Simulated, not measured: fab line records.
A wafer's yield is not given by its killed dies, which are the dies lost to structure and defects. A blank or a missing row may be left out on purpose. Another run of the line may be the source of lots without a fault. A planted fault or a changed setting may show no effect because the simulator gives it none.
Split-lot trial + flow n5_finfet + route with 1938 steps; 7 lots, 39 wafers read

== THE SPLIT ITSELF ==
At N5_SD_EPI_P_SD_RECESS_17 (chemistry HBr/Cl2/O2, target depth 39.1 nm, bt time 3 s), the setting target_depth_a was moved away from the recipe's 391 angstrom on 12 of the 39 wafers read, by -7.5% to +7.3%. All remaining wafers had this setting at the recipe value.

The reading is taken at the split's own step.

== THE READING ==
SD_EPI_P.feature_depth_nm (the simulator's own value, which no gauge read), in nm, at N5_SD_EPI_P_SD_RECESS_17 (chemistry HBr/Cl2/O2, target depth 39.1 nm, bt time 3 s). No usual value for it is given in the file. The 27 wafers here that ran the recipe average 39.1 nm, standard deviation 0.69 nm.

| wafer  | tool, chamber at the split | target_depth_a as run, angstrom | against the recipe | SD_EPI_P.feature_depth_nm, nm | against lot-mates on the recipe |
|--------|----------------------------|---------------------------------|--------------------|-------------------------------|---------------------------------|
| L074.1 | rie_si-05, 2               | 417.8                           | +6.9%              | 41.4                          | +2.7                            |
| L074.2 | rie_si-05, 0               | 417.8                           | +6.9%              | 42.4                          | +3.7                            |
| L074.3 | rie_si-05, 1               | 391                             | recipe             | 38.4                          | -                               |
| L074.4 | rie_si-05, 3               | 391                             | recipe             | 39.2                          | -                               |
| L074.5 | rie_si-05, 2               | 391                             | recipe             | 38.4                          | -                               |
| L074.6 | rie_si-05, 1               | 417.8                           | +6.9%              | 41.4                          | +2.7                            |
| L076.1 | rie_si-04, 3               | 391                             | recipe             | 40.8                          | -                               |
| L076.2 | rie_si-04, 1               | 391                             | recipe             | 39                            | -                               |
| L076.3 | rie_si-04, 0               | 391                             | recipe             | 39                            | -                               |
| L076.4 | rie_si-04, 2               | 391                             | recipe             | 39.4                          | -                               |
| L076.5 | rie_si-04, 3               | 391                             | recipe             | 40.8                          | -                               |
| L076.6 | rie_si-04, 0               | 391                             | recipe             | 38.8                          | -                               |
| L078.1 | rie_si-04, 1               | 391                             | recipe             | 38.8                          | -                               |
| L078.2 | rie_si-04, 0               | 391                             | recipe             | 38.8                          | -                               |
| L078.5 | rie_si-04, 0               | 391                             | recipe             | 38.8                          | -                               |
| L080.1 | rie_si-04, 1               | 419.5                           | +7.3%              | 41.4                          | +2.2                            |
| L080.2 | rie_si-04, 0               | 419.5                           | +7.3%              | 41.8                          | +2.6                            |
| L080.3 | rie_si-04, 3               | 391                             | recipe             | 40.2                          | -                               |
| L080.4 | rie_si-04, 2               | 391                             | recipe             | 39                            | -                               |
| L080.5 | rie_si-04, 2               | 419.5                           | +7.3%              | 42.6                          | +3.4                            |
| L080.6 | rie_si-04, 1               | 391                             | recipe             | 38.4                          | -                               |
| L093.1 | rie_si-05, 0               | 391                             | recipe             | 38                            | -                               |
| L093.2 | rie_si-05, 1               | 366.2                           | -6.3%              | 35.8                          | -2.7                            |
| L093.3 | rie_si-05, 3               | 366.2                           | -6.3%              | 37                            | -1.5                            |
| L093.4 | rie_si-05, 2               | 391                             | recipe             | 38.6                          | -                               |
| L093.5 | rie_si-05, 3               | 391                             | recipe             | 39                            | -                               |
| L093.6 | rie_si-05, 2               | 366.2                           | -6.3%              | 35.8                          | -2.7                            |
| L094.1 | rie_si-01, 2               | 361.7                           | -7.5%              | 36.4                          | -2.9                            |
| L094.2 | rie_si-01, 1               | 391                             | recipe             | 39.4                          | -                               |
| L094.3 | rie_si-01, 3               | 391                             | recipe             | 39                            | -                               |
| L094.4 | rie_si-01, 0               | 361.7                           | -7.5%              | 36.8                          | -2.5                            |
| L094.5 | rie_si-01, 0               | 391                             | recipe             | 39.6                          | -                               |
| L094.6 | rie_si-01, 3               | 361.7                           | -7.5%              | 35.6                          | -3.7                            |
| L097.1 | rie_si-04, 1               | 391                             | recipe             | 38.8                          | -                               |
| L097.2 | rie_si-04, 2               | 391                             | recipe             | 39.6                          | -                               |
| L097.3 | rie_si-04, 3               | 391                             | recipe             | 40.4                          | -                               |
| L097.4 | rie_si-04, 0               | 391                             | recipe             | 38.8                          | -                               |
| L097.5 | rie_si-04, 0               | 391                             | recipe             | 38.8                          | -                               |
| L097.6 | rie_si-04, 1               | 391                             | recipe             | 39                            | -                               |

FIT RESULTS
A straight line over all 39 wafers: SD_EPI_P.feature_depth_nm changes by +0.399 nm for each +1% of target_depth_a; r = +0.92; the points scatter about the line by 0.67 nm.
The same after taking each lot's own level away (the mean of its wafers on the recipe; 39 wafers): +0.401 nm for each +1%; r = +0.94; scatter 0.59 nm.
Per that fit: largest target_depth_a move, reading shift of 3 nm.
The lots' own levels span 38.53 to 39.63 nm, that is 1.6 times the standard deviation above.
The two slopes are in agreement: the lot-to-lot level therefore moves the slope only a little.
Check: with one of the wafers moved furthest among these (-7.5%) left out of the fit, the line predicts -2.99 nm for it against its lot-mates. It came out at -2.93 nm against them.

== THE OTHER SPLITS THESE WAFERS WENT THROUGH ==
Note: prior to the reading, these wafers also went through further splits. Each is held against what the fit with the lots' levels taken away leaves over:
| other split on the same wafers        | wafers away from the commonest value | r with SD_EPI_P.feature_depth_nm (lot level and that fit taken away) |
|---------------------------------------|--------------------------------------|----------------------------------------------------------------------|
| N5_WELL_APT_IMPLANT_31 energy_kev     | 12                                   | -0.02                                                                |
| N5_FIN_SAQP_SPACER1_ALD_24 ald_cycles | 15                                   | +0.11                                                                |
| N5_DUMMY_GATE_ETCH_31 target_depth_a  | 15                                   | -0.07                                                                |
| N5_DUMMY_GATE_ETCH_44 target_depth_a  | 12                                   | -0.15                                                                |
| N5_SPACER0_ALD_08 target_thk_a        | 12                                   | +0.22                                                                |

== THE WHOLE CHAIN: every reading that the file lists as answering this split, in the file's order ==
| step                     | what it does                                            | reading                                                                    | change (the file's fit)               | r (the file's) |
|--------------------------|---------------------------------------------------------|----------------------------------------------------------------------------|---------------------------------------|----------------|
| N5_SD_EPI_P_SD_RECESS_17 | chemistry HBr/Cl2/O2, target depth 39.1 nm, bt time 3 s | etch.depth_nm (the simulator's own value, which no gauge read)             | +0.398 nm for each +1% of the setting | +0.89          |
| N5_SD_EPI_P_SD_RECESS_17 | chemistry HBr/Cl2/O2, target depth 39.1 nm, bt time 3 s | SD_EPI_P.feature_depth_nm (the simulator's own value, which no gauge read) | +0.401 nm for each +1% of the setting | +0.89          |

== FILE'S OWN FIT ==
SD_EPI_P.feature_depth_nm changes by +0.401 nm for each +1% of target_depth_a, r = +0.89.
